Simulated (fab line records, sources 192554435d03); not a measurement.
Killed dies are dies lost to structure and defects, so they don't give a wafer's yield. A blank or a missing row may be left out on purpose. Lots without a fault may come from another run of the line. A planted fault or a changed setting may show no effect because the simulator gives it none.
Split-lot experiment | flow n5_finfet | 7 lots, 39 wafers read, on a route of 1938 steps

THE SPLIT
At N5_MOL_CONTACT_COAG_ALD_27 (deposits SiOC, target thk 17 nm, pulse time 1.5 s, time 2720 s), the setting ald_cycles was moved away from the recipe's 340 on 15 of the 39 wafers read, by -57.4% to +59.4%. The other wafers ran this setting at the recipe's value.

The reading is taken at the split's own step.

THE READING
SiOC_of_MOL_CONTACT_COAG_ALD_27.thk_nm (the simulator's own value, which no gauge read), in nm, at N5_MOL_CONTACT_COAG_ALD_27 (deposits SiOC, target thk 17 nm, pulse time 1.5 s, time 2720 s). The file gives no usual value for it. The 24 wafers here that ran the recipe average 17.0 nm, standard deviation 0.04 nm.

wafer  | tool, chamber at the split | ald_cycles as run | against the recipe | SiOC_of_MOL_CONTACT_COAG_ALD_27.thk_nm, nm | against lot-mates on the recipe
L075.1 | ald_sin-01, 1,0            | 483               | +42.1%             | 24.2                                       | +7.2
L075.5 | ald_sin-01, 1,0            | 483               | +42.1%             | 24.2                                       | +7.2
L075.2 | ald_sin-01, 3,0,1          | 340               | recipe             | 17                                         | -
L075.3 | ald_sin-01, 3,0,1          | 340               | recipe             | 17                                         | -
L075.4 | ald_sin-01, 3,0,1          | 340               | recipe             | 17                                         | -
L075.6 | ald_sin-01, 3              | 483               | +42.1%             | 24                                         | +7.0
L088.1 | ald_sin-01, 3,1,0          | 340               | recipe             | 17                                         | -
L088.2 | ald_sin-01, 3,1,0          | 340               | recipe             | 17                                         | -
L088.6 | ald_sin-01, 3,1,0          | 340               | recipe             | 17                                         | -
L089.1 | ald_sin-04, 2,1,1          | 340               | recipe             | 17                                         | -
L089.3 | ald_sin-04, 2,1,1          | 340               | recipe             | 17                                         | -
L089.4 | ald_sin-04, 2,1,1          | 340               | recipe             | 17                                         | -
L089.2 | ald_sin-04, 3,3,2          | 512               | +50.6%             | 25.6                                       | +8.6
L089.5 | ald_sin-04, 3,3,2          | 512               | +50.6%             | 25.6                                       | +8.6
L089.6 | ald_sin-04, 3,3,2          | 512               | +50.6%             | 25.6                                       | +8.6
L090.1 | ald_sin-01, 3,0,2,1,2      | 340               | recipe             | 17                                         | -
L090.2 | ald_sin-01, 3,0,2,1,2      | 340               | recipe             | 17                                         | -
L090.3 | ald_sin-01, 3,0,2,1,2      | 340               | recipe             | 17                                         | -
L090.5 | ald_sin-01, 3,0,2,1,2      | 340               | recipe             | 17                                         | -
L090.6 | ald_sin-01, 3,0,2,1,2      | 340               | recipe             | 17                                         | -
L090.4 | ald_sin-01, 1              | 340               | recipe             | 16.8                                       | -
L092.1 | ald_sin-04, 1,2,0          | 542               | +59.4%             | 27                                         | +10.0
L092.3 | ald_sin-04, 1,2,0          | 542               | +59.4%             | 27                                         | +10.0
L092.4 | ald_sin-04, 1,2,0          | 542               | +59.4%             | 27                                         | +10.0
L092.2 | ald_sin-04, 3,0,1          | 340               | recipe             | 17                                         | -
L092.5 | ald_sin-04, 3,0,1          | 340               | recipe             | 17                                         | -
L092.6 | ald_sin-04, 3,0,1          | 340               | recipe             | 17                                         | -
L094.1 | ald_sin-02, 3,0            | 145               | -57.4%             | 7.4                                        | -9.6
L094.4 | ald_sin-02, 3,0            | 145               | -57.4%             | 7.4                                        | -9.6
L094.2 | ald_sin-02, 1,0,3          | 340               | recipe             | 17                                         | -
L094.5 | ald_sin-02, 1,0,3          | 340               | recipe             | 17                                         | -
L094.6 | ald_sin-02, 1,0,3          | 340               | recipe             | 17                                         | -
L094.3 | ald_sin-02, 2              | 145               | -57.4%             | 7.2                                        | -9.8
L097.1 | ald_sin-04, 1,0,3          | 340               | recipe             | 17                                         | -
L097.2 | ald_sin-04, 1,0,3          | 340               | recipe             | 17                                         | -
L097.3 | ald_sin-04, 1,0,3          | 340               | recipe             | 17                                         | -
L097.4 | ald_sin-04, 2,2,1          | 151               | -55.6%             | 7.6                                        | -9.4
L097.5 | ald_sin-04, 2,2,1          | 151               | -55.6%             | 7.6                                        | -9.4
L097.6 | ald_sin-04, 2,2,1          | 151               | -55.6%             | 7.6                                        | -9.4
Where a row lists several chambers, the file gives one row for several wafers and doesn't say which wafer went through which chamber.

THE FIT
A straight line over all 39 wafers: SiOC_of_MOL_CONTACT_COAG_ALD_27.thk_nm changes by +0.169 nm for each +1% of ald_cycles; r = +1.00; the points scatter about the line by 0.055 nm.
The same after taking each lot's own level away (the mean of its wafers on the recipe; 39 wafers): +0.169 nm for each +1%; r = +1.00; scatter 0.053 nm.
On that fit, the largest move of ald_cycles shifts the reading by 10 nm.
The lots' own levels span 16.97 to 17.00 nm, that is 0.8 times the standard deviation above.
So the lot-to-lot level changes the slope little: the two slopes agree.
Check: with one of the wafers moved furthest among these (+59.4%) left out of the fit, the line predicts +10 nm for it against its lot-mates. It came out at +10 nm against them.

OTHER SPLITS ON THESE WAFERS
These wafers also went through other splits before the reading. Each is held against what the fit with the lots' levels taken away leaves over:
other split on the same wafers        | wafers away from the commonest value | r with SiOC_of_MOL_CONTACT_COAG_ALD_27.thk_nm (lot level and that fit taken away)
N5_HKMG_FIN_DEVELOP_48 develop_time_s | 15                                   | +0.06

THE FILE'S OWN FIT
SiOC_of_MOL_CONTACT_COAG_ALD_27.thk_nm changes by +0.169 nm for each +1% of ald_cycles, r = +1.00.
